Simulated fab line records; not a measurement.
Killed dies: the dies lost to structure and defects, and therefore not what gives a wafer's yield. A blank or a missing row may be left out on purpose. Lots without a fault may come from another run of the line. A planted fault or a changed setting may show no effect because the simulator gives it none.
fab line records + flow nandHarc
record
- lots=13
- wafers=37
- lastDay=25
route steps=1159 shown A_WL_FILL@809 END@1159
lots with no fault: from the same line, run without faults
startH: start of the lot's first displayed wafer, in hours after the record's first day + waitH: hours from the lot's prior step to this one + " the same as in the row above + L1.1+2: a single row standing in for several wafers + - no value, or no start given + * or withheld: withheld + < > ~ a bound
route shown NAME@n: names a module that has steps shown in the file, with the first one's number in the route + usual: average and standard deviation across the fault-free wafers + same: alike in all rows + chamber/n: place in a boat + sites: readings site by site + _std_site: standard deviation of those values + _edge_site: inner sites' mean taken away from outer sites' mean + radiusMm: for every site, how far away it sits from the centre of the wafer + mask NAME#n: copy n + behind: the most recent tool/chamber to have shaped the wafer + hold: the reason the lot was held/the length of the hold in hours/how it ended + device: transistor that didn't switch, given as n, p or np + end of line: tests of these same wafers at the route's end + a step without rows: its recipe alone + killed: the dies lost at the first sort to structure and to defects; this is not the yield of the wafer + map: shows each die of a wafer: x if killed, . if not, _ if none is there
set.NAME: setting as actually run; set.NAME@STEP: the setting as run at that earlier step + model.NAME: the simulator's own value behind a step, which no gauge read
the route's steps for a sample of lots (tables are steps, rows are wafers)
services: from which hour (startH, from the record's first day; less than 0 if before it) a tool's chamber was out of use, for how many hours, and why
## steps
# step NHARC_A_WL_FILL_ALD_00
# recipe
- targetThkA=30
- pulseTimeS=3
- aldCycles=30
- tempC=300
- material=Al2O3
# usual
- aldCycles=30/0
- heaterPowerW=459/39
- precursorPulseHeightRel=1.001/0.019
| lot.wafer | tool     | chamber | startH | waitH | aldCycles | heaterPowerW | precursorPulseHeightRel |
|-----------|----------|---------|--------|-------|-----------|--------------|-------------------------|
| L812.3    | aldHk-02 | 3       | 338.17 | 0.1   | 30        | 461          | 1.005                   |
| L812.1    | "        | 0       | "      | "     | 30        | 517          | 1.006                   |
| L812.2    | "        | 1       | "      | "     | 30        | 462          | 0.993                   |
| L816.2    | aldHk-02 | 3       | 346.92 | 0.1   | 30        | 475          | 1.018                   |
| L816.5    | "        | 3       | "      | "     | 30        | 467          | 1.027                   |
| L816.6    | "        | 0       | "      | "     | 30        | 505          | 1.009                   |
| L815.3    | aldHk-03 | 0       | 346.93 | 0.1   | 30        | 491          | 1.005                   |
| L815.4    | "        | 2       | "      | "     | 30        | 485          | 1.009                   |
| L815.1    | "        | 3       | "      | "     | 30        | 448          | 0.989                   |
| L817.1    | aldHk-04 | 2       | 360.53 | 0.1   | 30        | 473          | 1.033                   |
| L817.4    | "        | 1       | "      | "     | 30        | 458          | 0.976                   |
| L817.6    | "        | 3       | "      | "     | 30        | 466          | 0.974                   |
| L822.4    | aldHk-02 | 2       | 378.45 | 0.1   | 30        | 444          | 0.986                   |
| L822.6    | "        | 1       | "      | "     | 30        | 479          | 0.986                   |
| L822.5    | "        | 2       | "      | "     | 30        | 440          | 1.017                   |
| L819.2    | aldHk-03 | 3       | 378.48 | 0.1   | 30        | 437          | 0.991                   |
| L819.1    | "        | 0       | "      | "     | 30        | 500          | 1.001                   |
| L819.5    | "        | 1       | "      | "     | 30        | 377          | 0.993                   |
| L818.1    | aldHk-04 | 0       | 378.53 | 0.1   | 30        | 446          | 1.001                   |
| L818.5    | "        | 3       | "      | "     | 30        | 440          | 0.967                   |
| L820.1    | aldHk-03 | 1       | 386.11 | 0.1   | 30        | 371          | 0.991                   |
| L820.5    | "        | 3       | "      | "     | 30        | 455          | 1.035                   |
| L826.1    | aldHk-03 | 0       | 407.62 | 0.1   | 30        | 490          | 1.020                   |
| L826.4    | "        | 1       | "      | "     | 30        | 367          | 1.016                   |
| L826.5    | "        | 0       | "      | "     | 30        | 482          | 1.026                   |
| L829.2    | aldHk-03 | 3       | 429.25 | 0.1   | 30        | 451          | 0.972                   |
| L829.3    | "        | 0       | "      | "     | 30        | 481          | 1.029                   |
| L829.1    | "        | 1       | "      | "     | 30        | 378          | 0.996                   |
| L830.2    | aldHk-02 | 3       | 429.41 | 0.2   | 30        | 458          | 0.976                   |
| L830.1    | "        | 0       | "      | "     | 30        | 518          | 0.981                   |
| L830.6    | "        | 0       | "      | "     | 30        | 519          | 0.970                   |
| L832.4    | aldHk-03 | 2       | 452.49 | 0.2   | 30        | 480          | 1.003                   |
| L832.2    | "        | 3       | "      | "     | 30        | 455          | 1.001                   |
| L832.5    | "        | 1       | "      | "     | 30        | 377          | 1.018                   |
| L835.3    | aldHk-04 | 0       | 472.76 | 1.4   | 30        | 458          | 1.013                   |
| L835.4    | "        | 1       | "      | "     | 30        | 444          | 0.980                   |
| L835.6    | "        | 2       | "      | "     | 30        | 497          | 1.027                   |
# step NHARC_A_WL_FILL_RTA_01
# recipe
- tempC=1000
- timeS=5
# usual
- lampPowerPct=30.8/1.6
- lamp_zone_4_pct=30.8/1.6
- lamp_zone_7_pct=31.2/1.6
- wafer_temp_C_max=1003.8/0.87
| lot.wafer | tool         | chamber | startH | waitH | lampPowerPct | lamp_zone_4_pct | lamp_zone_7_pct | wafer_temp_C_max |
|-----------|--------------|---------|--------|-------|--------------|-----------------|-----------------|------------------|
| L812.1    | rtpAnneal-02 | 0       | 338.40 | -     | 28.5         | 28.5            | 29.0            | 1003.6           |
| L812.2    | "            | 0       | "      | "     | 28.5         | 28.5            | 28.9            | 1001.9           |
| L812.3    | "            | 0       | "      | "     | 28.5         | 28.5            | 28.9            | 1003.7           |
| L816.2    | rtpAnneal-02 | 0       | 347.21 | -     | 28.4         | 28.5            | 28.9            | 1002.4           |
| L816.5    | "            | 0       | "      | "     | 28.4         | 28.4            | 28.9            | 1003.3           |
| L816.6    | "            | 0       | "      | "     | 28.4         | 28.4            | 28.9            | 1003.7           |
| L815.1    | rtpAnneal-01 | 0       | 347.29 | -     | 31.9         | 31.9            | 32.4            | 1004.9           |
| L815.3    | "            | 0       | "      | "     | 31.9         | 31.9            | 32.4            | 1004.0           |
| L815.4    | "            | 0       | "      | "     | 31.8         | 31.9            | 32.4            | 1004.2           |
| L817.1    | rtpAnneal-01 | 0       | 360.83 | -     | 31.9         | 31.9            | 32.4            | 1004.2           |
| L817.4    | "            | 0       | "      | "     | 31.9         | 31.9            | 32.4            | 1003.8           |
| L817.6    | "            | 0       | "      | "     | 31.9         | 31.9            | 32.4            | 1003.1           |
| L819.1    | rtpAnneal-01 | 0       | 378.70 | -     | 32.0         | 31.9            | 32.4            | 1003.0           |
| L819.2    | "            | 0       | "      | "     | 31.9         | 31.9            | 32.4            | 1003.3           |
| L819.5    | "            | 0       | "      | "     | 31.9         | 31.9            | 32.4            | 1003.6           |
| L822.4    | rtpAnneal-02 | 0       | 378.79 | -     | 28.4         | 28.5            | 28.9            | 1002.9           |
| L822.5    | "            | 0       | "      | "     | 28.4         | 28.5            | 29.0            | 1002.8           |
| L822.6    | "            | 0       | "      | "     | 28.5         | 28.5            | 28.9            | 1004.1           |
| L818.1    | rtpAnneal-01 | 0       | 378.87 | -     | 31.9         | 31.9            | 32.4            | 1003.4           |
| L818.5    | "            | 0       | "      | "     | 31.9         | 31.9            | 32.4            | 1002.7           |
| L820.1    | rtpAnneal-02 | 0       | 386.32 | -     | 28.5         | 28.5            | 28.9            | 1006.5           |
| L820.5    | "            | 0       | "      | "     | 28.5         | 28.5            | 29.0            | 1004.7           |
| L826.1    | rtpAnneal-01 | 0       | 407.85 | -     | 31.8         | 31.9            | 32.4            | 1003.3           |
| L826.4    | "            | 0       | "      | "     | 31.9         | 31.9            | 32.4            | 1004.3           |
| L826.5    | "            | 0       | "      | "     | 31.9         | 31.9            | 32.4            | 1003.3           |
| L829.1    | rtpAnneal-02 | 0       | 429.51 | -     | 28.5         | 28.5            | 28.9            | 1004.8           |
| L829.2    | "            | 0       | "      | "     | 28.5         | 28.5            | 28.9            | 1004.1           |
| L829.3    | "            | 0       | "      | "     | 28.5         | 28.5            | 28.9            | 1004.2           |
| L830.1    | rtpAnneal-02 | 0       | 429.68 | -     | 28.5         | 28.4            | 28.9            | 1004.9           |
| L830.2    | "            | 0       | "      | "     | 28.5         | 28.5            | 28.9            | 1002.8           |
| L830.6    | "            | 0       | "      | "     | 28.5         | 28.4            | 28.9            | 1003.2           |
| L832.2    | rtpAnneal-02 | 0       | 452.76 | -     | 28.4         | 28.4            | 28.9            | 1004.1           |
| L832.4    | "            | 0       | "      | "     | 28.5         | 28.5            | 28.9            | 1002.9           |
| L832.5    | "            | 0       | "      | "     | 28.4         | 28.5            | 28.9            | 1003.7           |
| L835.3    | rtpAnneal-01 | 0       | 473.12 | -     | 31.9         | 31.9            | 32.4            | 1002.7           |
| L835.4    | "            | 0       | "      | "     | 31.9         | 31.9            | 32.4            | 1003.8           |
| L835.6    | "            | 0       | "      | "     | 31.9         | 31.9            | 32.4            | 1003.6           |
# step NHARC_A_WL_FILL_ALD_02
# recipe
- targetThkA=20
- pulseTimeS=3
- aldCycles=100
- tempC=450
- material=TiN
# usual
- aldCycles=100/0
- heaterPowerW=1092/120
- precursorPulseHeightRel=0.999/0.017
| lot.wafer | tool        | chamber | startH | waitH | aldCycles | heaterPowerW | precursorPulseHeightRel |
|-----------|-------------|---------|--------|-------|-----------|--------------|-------------------------|
| L812.3    | aldMetal-04 | 0       | 338.65 | 0.2   | 100       | 1006         | 1.023                   |
| L812.2    | "           | 1       | "      | "     | 100       | 872          | 1.004                   |
| L812.1    | "           | 2       | "      | "     | 100       | 1101         | 0.980                   |
| L816.2    | aldMetal-03 | 3       | 347.48 | 0.2   | 100       | 1129         | 0.981                   |
| L816.6    | "           | 1       | "      | "     | 100       | 1005         | 0.993                   |
| L816.5    | "           | 2       | "      | "     | 100       | 1342         | 1.009                   |
| L815.1    | aldMetal-04 | 3       | 347.50 | 0.2   | 100       | 1024         | 1.026                   |
| L815.3    | "           | 0       | "      | "     | 100       | 1048         | 0.982                   |
| L815.4    | "           | 2       | "      | "     | 100       | 1067         | 0.986                   |
| L817.4    | aldMetal-04 | 0       | 361.09 | 0.1   | 100       | 1028         | 1.034                   |
| L817.1    | "           | 1       | "      | "     | 100       | 846          | 0.962                   |
| L817.6    | "           | 3       | "      | "     | 100       | 1005         | 1.028                   |
| L819.1    | aldMetal-01 | 0       | 378.95 | 0.2   | 100       | 1199         | 1.012                   |
| L819.2    | "           | 1       | "      | "     | 100       | 1107         | 0.997                   |
| L819.5    | "           | 3       | "      | "     | 100       | 1205         | 0.979                   |
| L822.4    | aldMetal-03 | 1       | 379.00 | 0.2   | 100       | 1003         | 0.996                   |
| L822.5    | "           | 3       | "      | "     | 100       | 1161         | 0.991                   |
| L822.6    | "           | 0       | "      | "     | 100       | 1197         | 0.983                   |
| L818.1    | aldMetal-04 | 1       | 379.08 | 0.2   | 100       | 863          | 1.006                   |
| L818.5    | "           | 2       | "      | "     | 100       | 1115         | 0.994                   |
| L820.1    | aldMetal-03 | 2       | 386.54 | 0.2   | 100       | 1347         | 0.984                   |
| L820.5    | "           | 2       | "      | "     | 100       | 1307         | 1.021                   |
| L826.1    | aldMetal-01 | 1       | 408.15 | 0.3   | 100       | 1076         | 1.002                   |
| L826.4    | "           | 1       | "      | "     | 100       | 1104         | 1.016                   |
| L826.5    | "           | 3       | "      | "     | 100       | 1171         | 0.954                   |
| L829.1    | aldMetal-01 | 3       | 429.77 | 0.2   | 100       | 1184         | 1.005                   |
| L829.3    | "           | 0       | "      | "     | 100       | 1198         | 0.966                   |
| L829.2    | "           | 1       | "      | "     | 100       | 1146         | 1.009                   |
| L830.1    | aldMetal-03 | 0       | 429.95 | 0.2   | 100       | 1217         | 0.967                   |
| L830.2    | "           | 1       | "      | "     | 100       | 1008         | 1.039                   |
| L830.6    | "           | 3       | "      | "     | 100       | 1130         | 1.003                   |
| L832.2    | aldMetal-04 | 2       | 452.99 | 0.2   | 100       | 1067         | 0.989                   |
| L832.4    | "           | 0       | "      | "     | 100       | 989          | 0.970                   |
| L832.5    | "           | 2       | "      | "     | 100       | 1092         | 0.984                   |
| L835.4    | aldMetal-01 | 2       | 473.28 | 0.1   | 100       | 937          | 1.005                   |
| L835.3    | "           | 3       | "      | "     | 100       | 1157         | 0.985                   |
| L835.6    | "           | 3       | "      | "     | 100       | 1134         | 0.999                   |
# step NHARC_A_WL_FILL_ALD_10
# recipe
- targetThkA=500
- pulseTimeS=10
- aldCycles=500
- tempC=300
- material=SiO2
# usual
- aldCycles=500/0
- heaterPowerW=464/33
- precursorPulseHeightRel=1.000/0.02
| lot.wafer | tool     | chamber | startH | waitH | aldCycles | heaterPowerW | precursorPulseHeightRel |
|-----------|----------|---------|--------|-------|-----------|--------------|-------------------------|
| L812.2    | aldHk-03 | 2       | 352.17 | 0.4   | 500       | 487          | 1.032                   |
| L812.3    | "        | 3       | "      | "     | 500       | 451          | 1.014                   |
| L812.1    | "        | 0       | "      | "     | 500       | 486          | 0.973                   |
| L815.4    | aldHk-02 | 2       | 357.37 | 0.0   | 500       | 441          | 1.007                   |
| L815.1    | "        | 0       | 358.42 | 1.1   | 500       | 525          | 1.027                   |
| L815.3    | "        | 1       | "      | "     | 500       | 456          | 1.002                   |
| L816.2    | aldHk-04 | 0       | 357.38 | 0.1   | 500       | 455          | 0.964                   |
| L816.5    | "        | 0       | 359.40 | 2.1   | 500       | 443          | 1.013                   |
| L816.6    | "        | 1       | "      | "     | 500       | 469          | 1.019                   |
| L817.4    | aldHk-02 | 0       | 374.20 | 1.1   | 500       | 517          | 0.996                   |
| L817.1    | "        | 1       | "      | "     | 500       | 463          | 0.999                   |
| L817.6    | "        | 2       | "      | "     | 500       | 444          | 0.991                   |
| L819.1    | aldHk-02 | 1       | 389.58 | 1.1   | 500       | 452          | 1.014                   |
| L819.2    | "        | 2       | "      | "     | 500       | 434          | 0.960                   |
| L819.5    | "        | 3       | "      | "     | 569       | 464          | 0.996                   |
| L822.4    | aldHk-04 | 0       | 391.51 | 3.0   | 500       | 467          | 1.028                   |
| L822.5    | "        | 3       | 393.04 | 4.5   | 500       | 446          | 0.988                   |
| L822.6    | "        | 0       | "      | "     | 500       | 451          | 0.976                   |
| L818.1    | aldHk-02 | 2       | 395.45 | 1.6   | 500       | 442          | 0.990                   |
| L818.5    | "        | 0       | 396.48 | 2.6   | 569       | 513          | 1.040                   |
| L820.1    | aldHk-02 | 0       | 403.38 | 0.6   | 500       | 524          | 0.972                   |
| L820.5    | "        | 3       | 404.91 | 2.1   | 569       | 473          | 0.995                   |
| L826.4    | aldHk-04 | 3       | 417.88 | 0.1   | 500       | 436          | 0.996                   |
| L826.1    | "        | 1       | 418.89 | 1.1   | 500       | 452          | 1.021                   |
| L826.5    | "        | 3       | 419.91 | 2.1   | 500       | 456          | 0.996                   |
| L829.3    | aldHk-03 | 2       | 442.33 | 0.0   | 500       | 493          | 0.968                   |
| L829.1    | "        | 3       | "      | "     | 500       | 444          | 0.985                   |
| L829.2    | "        | 0       | "      | "     | 500       | 482          | 1.018                   |
| L830.2    | aldHk-04 | 0       | 442.34 | 0.1   | 500       | 466          | 0.988                   |
| L830.1    | "        | 3       | 443.90 | 1.6   | 500       | 451          | 0.958                   |
| L830.6    | "        | 1       | 444.94 | 2.7   | 500       | 444          | 1.022                   |
| L832.2    | aldHk-03 | 3       | 466.17 | 0.1   | 500       | 448          | 0.993                   |
| L832.4    | "        | 0       | "      | "     | 500       | 481          | 1.012                   |
| L832.5    | "        | 0       | 468.74 | 2.6   | 500       | 482          | 1.009                   |
| L835.3    | aldHk-03 | 1       | 483.54 | 1.1   | 500       | 382          | 0.993                   |
| L835.4    | "        | 2       | "      | "     | 500       | 484          | 1.024                   |
| L835.6    | "        | 1       | 485.58 | 3.2   | 500       | 393          | 1.011                   |
# step NHARC_END_SORT_01
# recipe
- tempC=25
# usual
- killedAtArray=26/9.1
- killedAtOther=0.7/0.9
- killedAtPeriphery=3.6/2.8
- killedDies=30/9.2
- killedOpen=3.0/1.9
- killedShort=2.0/1.4
# same
- grossDies=677
| lot.wafer | tool      | chamber | startH | waitH | killedAtArray | killedAtOther | killedAtPeriphery | killedDies | killedOpen | killedShort |
|-----------|-----------|---------|--------|-------|---------------|---------------|-------------------|------------|------------|-------------|
| L812.1    | prober-02 | 0       | 452.36 | 2.5   | 15            | 0             | 2                 | 17         | 1          | 1           |
| L812.2    | prober-02 | 0       | 453.16 | 2.8   | 17            | 0             | 5                 | 22         | 4          | 3           |
| L812.3    | prober-02 | 0       | 453.96 | 3.1   | 22            | 0             | 3                 | 25         | 6          | 3           |
| L819.1    | prober-02 | 0       | 481.72 | 2.5   | 23            | 1             | 2                 | 26         | 4          | 3           |
| L819.2    | prober-02 | 0       | 482.52 | 2.8   | 21            | 3             | 1                 | 25         | 3          | 0           |
| L819.5    | prober-02 | 0       | 484.94 | 3.7   | 23            | 5             | 6                 | 34         | 3          | 2           |
| L818.5    | prober-01 | 0       | 484.89 | 3.6   | 9             | 2             | 4                 | 15         | 0          | 1           |
| L820.5    | prober-01 | 0       | 500.42 | 3.7   | 18            | 1             | 2                 | 21         | 3          | 1           |
| L826.1    | prober-01 | 0       | 512.37 | 2.5   | 32            | 1             | 1                 | 34         | 1          | 3           |
| L826.4    | prober-01 | 0       | 514.77 | 3.4   | 33            | 0             | 2                 | 35         | 2          | 1           |
| L826.5    | prober-01 | 0       | 515.56 | 3.7   | 31            | 1             | 3                 | 35         | 1          | 2           |
# killed by level:class
L812.1 A_SLIT:chamberFilmFlake=11 A_CHANNEL_HOLE_D1:chamberFilmFlake=2 P_M0:geometricParticle:short=1 A_CONTACT:geometricParticle:open=1 P_GATE:chamberFilmFlake=1 A_CONTACT:chamberFilmFlake=1
L812.2 A_SLIT:chamberFilmFlake=6 A_CONTACT:chamberFilmFlake=3 P_CONTACT:geometricParticle:open=1 P_M0:geometricParticle:open=1 A_ONON_D1:geometricParticle:short=1 A_CHANNEL_FILL_D1:geometricParticle:short=1 A_WL_FILL:geometricParticle:short=1 A_WL_FILL:geometricParticle:open=1
L812.3 A_SLIT:chamberFilmFlake=9 A_ONON_D1:geometricParticle:short=2 A_CHANNEL_HOLE_D1:chamberFilmFlake=2 A_STAIRCASE:chamberFilmFlake=2 A_CONTACT:chamberFilmFlake=2 P_GATE:geometricParticle:open=1 P_CONTACT:geometricParticle:open=1 P_M0:geometricParticle:open=1
L819.1 A_CHANNEL_HOLE_D1:chamberFilmFlake=13 A_CONTACT:chamberFilmFlake=2 P_GATE:geometricParticle:open=1 A_ONON_D1:geometricParticle:short=1 A_ONON_D1:geometricParticle:open=1 A_WL_FILL:geometricParticle:short=1 A_CONTACT:geometricParticle:short=1 A_CONTACT:geometricParticle:open=1
L819.2 A_CHANNEL_HOLE_D1:chamberFilmFlake=12 A_CONTACT:chamberFilmFlake=3 THIN_TSV:chamberFilmFlake=3 A_STAIRCASE:chamberFilmFlake=2 P_CONTACT:geometricParticle:open=1 A_BLC:geometricParticle:open=1 A_M0:geometricParticle:open=1 A_ZERO_WELL:chamberFilmFlake=1
L818.5 A_CONTACT:chamberFilmFlake=3 P_STI:chamberFilmFlake=2 P_GATE:chamberFilmFlake=2 A_STAIRCASE:chamberFilmFlake=2 THIN_TSV:chamberFilmFlake=2 A_WL_FILL:geometricParticle:short=1 A_CHANNEL_HOLE_D1:chamberFilmFlake=1 A_CHANNEL_FILL_D1:chamberFilmFlake=1
L819.5 A_CHANNEL_HOLE_D1:chamberFilmFlake=13 P_STI:chamberFilmFlake=5 THIN_TSV:chamberFilmFlake=5 A_STAIRCASE:chamberFilmFlake=4 A_WL_FILL:geometricParticle:open=2 A_CHANNEL_FILL_D1:geometricParticle:short=1 A_WL_FILL:geometricParticle:short=1 A_CONTACT:geometricParticle:open=1
L820.5 A_CHANNEL_HOLE_D1:chamberFilmFlake=10 A_STAIRCASE:chamberFilmFlake=3 A_CONTACT:geometricParticle:open=2 A_CONTACT:chamberFilmFlake=2 P_CONTACT:geometricParticle:short=1 P_M0:geometricParticle:open=1 A_ZERO_WELL:chamberFilmFlake=1 THIN_TSV:chamberFilmFlake=1
L826.1 A_SLIT:chamberFilmFlake=13 A_CONTACT:chamberFilmFlake=7 A_CHANNEL_HOLE_D1:chamberFilmFlake=6 A_STAIRCASE:chamberFilmFlake=3 P_M0:geometricParticle:short=1 A_ONON_D1:geometricParticle:open=1 A_ONON_D1:geometricParticle:short=1 A_WL_FILL:geometricParticle:short=1
L826.4 A_SLIT:chamberFilmFlake=12 A_CONTACT:chamberFilmFlake=7 A_CHANNEL_HOLE_D1:chamberFilmFlake=4 A_STAIRCASE:chamberFilmFlake=4 A_WL_FILL:chamberFilmFlake=3 P_STI:geometricParticle:open=1 A_WL_FILL:geometricParticle:short=1 A_BLC:geometricParticle:open=1
L826.5 A_SLIT:chamberFilmFlake=11 A_STAIRCASE:chamberFilmFlake=7 A_CONTACT:chamberFilmFlake=5 A_CHANNEL_HOLE_D1:chamberFilmFlake=4 P_GATE:chamberFilmFlake=2 A_SOURCE_PLATE:geometricParticle:open=1 A_ONON_D1:geometricParticle:short=1 A_M0:geometricParticle:short=1
## services
| tool        | chamber | startH | hours | kind      |
|-------------|---------|--------|-------|-----------|
| aldMetal-03 | -       | 322.00 | 10.0  | pm        |
| aldHk-03    | 1       | 323.60 | 10.0  | ventCycle |
| aldHk-03    | 2       | 323.60 | 10.0  | ventCycle |
| aldHk-03    | 0       | 333.60 | -     | clean     |
| aldHk-03    | 1       | 333.60 | -     | clean     |
| aldHk-03    | 2       | 333.60 | -     | clean     |
| aldHk-03    | 3       | 333.60 | -     | clean     |
| aldMetal-04 | 3       | 341.42 | 3.3   | repair    |
| aldMetal-03 | 1       | 356.34 | 5.0   | repair    |
| aldHk-04    | -       | 365.18 | 10.0  | pm        |
| aldMetal-04 | -       | 406.00 | 10.0  | pm        |
| aldMetal-01 | 0       | 407.02 | 9.8   | repair    |
| aldMetal-01 | 2       | 407.62 | 1.5   | repair    |
| aldMetal-03 | 2       | 408.90 | 23.8  | repair    |
| aldHk-03    | -       | 451.44 | 0.6   | repair    |
| aldMetal-04 | -       | 456.76 | 0.4   | repair    |
| aldMetal-01 | -       | 458.00 | 10.0  | pm        |
| aldHk-02    | -       | 458.40 | 10.0  | pm        |
| aldHk-02    | 0       | 458.40 | 10.0  | ventCycle |
| aldHk-02    | 1       | 458.40 | 10.0  | ventCycle |
| aldHk-02    | 2       | 458.40 | 10.0  | ventCycle |
| aldHk-02    | 3       | 458.40 | 10.0  | ventCycle |
| aldMetal-04 | -       | 465.79 | 0.9   | repair    |
| aldMetal-01 | 1       | 476.89 | 4.5   | repair    |
## key
firstSign
- step=NHARC_A_WL_FILL_ALD_10
- reading=aldCycles
- direction=up
- sigmas=99+
- usual=500
- struck=569
effect none on later readings
metAt NHARC_A_WL_FILL_ALD_10
struckLots L818,L819,L820
struckWafers L818.5,L819.5,L820.5
testerLeftOut L818,L819,L820
notActingAt NHARC_A_WL_FILL_ALD_00,NHARC_A_WL_FILL_RTA_01,NHARC_A_WL_FILL_ALD_02
fault
- kind=processParameterDrift
- tool=aldHk-02
- chamber=-
- onsetH=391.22
- steps=NHARC_A_WL_FILL_ALD_10
- channel=aldCycles
- offset=69
- shape=step
- endH=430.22
- scope=struckWafersOnly
- actsIn=theseRecipesOnly
- stated=500
# testerLeftOut: of these lots the tester's yield and bins aren't shown, on N5 and GAA mostly nor the transistor test; their killed dies are dies lost to structure and defects alone, not to doping, threshold or leakage, so they don't give the yield
